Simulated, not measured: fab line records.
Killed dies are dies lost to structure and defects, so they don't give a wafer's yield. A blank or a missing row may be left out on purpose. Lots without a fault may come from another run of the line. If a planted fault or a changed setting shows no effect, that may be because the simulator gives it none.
Matching of chambers || flow nand_harc || NHARC_P_STI_ETCH_15 on rie_si-04: 4 sister chambers
The step etches the open film in HBr/Cl2, target depth 300 nm, time 100.1 s. 16 wafers are shown with their chamber, then 8 later ones without.

== WAFERS, EACH WITH ITS CHAMBER ==
{"wafer": "L078.2", "chamber": 2, "oes_product_au (a.u.)": 0.993, "throttle_valve_pct (%)": 26.397}
{"wafer": "L078.4", "chamber": 0, "oes_product_au (a.u.)": 0.999, "throttle_valve_pct (%)": 26.402}
{"wafer": "L078.6", "chamber": 1, "oes_product_au (a.u.)": 1.010, "throttle_valve_pct (%)": 26.399}
{"wafer": "L084.3", "chamber": 2, "oes_product_au (a.u.)": 0.997, "throttle_valve_pct (%)": 26.412}
{"wafer": "L084.5", "chamber": 2, "oes_product_au (a.u.)": 1.000, "throttle_valve_pct (%)": 26.396}
{"wafer": "L084.6", "chamber": 3, "oes_product_au (a.u.)": 1.000, "throttle_valve_pct (%)": 26.426}
{"wafer": "L085.1", "chamber": 1, "oes_product_au (a.u.)": 1.010, "throttle_valve_pct (%)": 26.391}
{"wafer": "L085.5", "chamber": 3, "oes_product_au (a.u.)": 0.996, "throttle_valve_pct (%)": 26.411}
{"wafer": "L085.6", "chamber": 0, "oes_product_au (a.u.)": 1.004, "throttle_valve_pct (%)": 26.408}
{"wafer": "L086.1", "chamber": 2, "oes_product_au (a.u.)": 0.991, "throttle_valve_pct (%)": 26.419}
{"wafer": "L086.5", "chamber": 0, "oes_product_au (a.u.)": 1.014, "throttle_valve_pct (%)": 26.416}
{"wafer": "L086.6", "chamber": 3, "oes_product_au (a.u.)": 1.005, "throttle_valve_pct (%)": 26.401}
{"wafer": "L087.1", "chamber": 0, "oes_product_au (a.u.)": 0.999, "throttle_valve_pct (%)": 26.408}
{"wafer": "L087.3", "chamber": 1, "oes_product_au (a.u.)": 1.014, "throttle_valve_pct (%)": 26.402}
{"wafer": "L087.6", "chamber": 0, "oes_product_au (a.u.)": 0.994, "throttle_valve_pct (%)": 26.408}
{"wafer": "L091.3", "chamber": 3, "oes_product_au (a.u.)": 1.006, "throttle_valve_pct (%)": 26.419}

SIGNATURES, as means of the wafers listed above
{"reading": "oes_product_au", "chamber 0": 1.00200, "chamber 1": 1.01133, "chamber 2": 0.99525, "chamber 3": 1.00175, "scatter within a chamber": 0.00543}
{"reading": "throttle_valve_pct", "chamber 0": 26.40840, "chamber 1": 26.39733, "chamber 2": 26.40600, "chamber 3": 26.41425, "scatter within a chamber": 0.00864}
Rule: a wafer's distance from a chamber is the root of the sum, over the readings, of the square of ((its reading less the chamber's mean) divided by the reading's scatter). If the next closest chamber is less than 2 further off than the closest, the wafer can't be placed; otherwise it belongs to the closest. The scatter: the root of (the sum of the squares of (reading less its chamber's mean) over the shown wafers, divided by (wafers less chambers)).

== WAFERS WHOSE CHAMBER IS MISSING ==
{"wafer": "L091.5", "oes_product_au (a.u.)": 1.009, "throttle_valve_pct (%)": 26.418}
{"wafer": "L091.6", "oes_product_au (a.u.)": 0.997, "throttle_valve_pct (%)": 26.409}
{"wafer": "L092.3", "oes_product_au (a.u.)": 1.009, "throttle_valve_pct (%)": 26.415}
{"wafer": "L092.5", "oes_product_au (a.u.)": 1.008, "throttle_valve_pct (%)": 26.411}
{"wafer": "L092.6", "oes_product_au (a.u.)": 0.996, "throttle_valve_pct (%)": 26.424}
{"wafer": "L097.2", "oes_product_au (a.u.)": 0.986, "throttle_valve_pct (%)": 26.399}
{"wafer": "L097.4", "oes_product_au (a.u.)": 1.002, "throttle_valve_pct (%)": 26.431}
{"wafer": "L097.6", "oes_product_au (a.u.)": 0.984, "throttle_valve_pct (%)": 26.413}

== WHICH CHAMBER EACH WENT THROUGH ==
{"wafer": "L091.5", "from the rows above": "can't be placed: 3 or 0 or 1 or 2", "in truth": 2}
{"wafer": "L091.6", "from the rows above": "can't be placed: 2 or 0 or 3", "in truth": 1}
{"wafer": "L092.3", "from the rows above": "can't be placed: 3 or 0 or 1 or 2", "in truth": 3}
{"wafer": "L092.5", "from the rows above": "can't be placed: 0 or 3 or 1 or 2", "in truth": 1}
{"wafer": "L092.6", "from the rows above": "can't be placed: 3 or 2 or 0", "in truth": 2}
{"wafer": "L097.2", "from the rows above": "can't be placed: 2 or 0 or 3", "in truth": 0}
{"wafer": "L097.4", "from the rows above": "can't be placed: 3 or 0 or 2", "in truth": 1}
{"wafer": "L097.6", "from the rows above": "can't be placed: 2 or 3 or 0", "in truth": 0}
Correctly placed: 0 of 8. Unplaceable from these rows: 8, with the true chamber sitting among the candidates in 6. Number placed wrongly: 0.
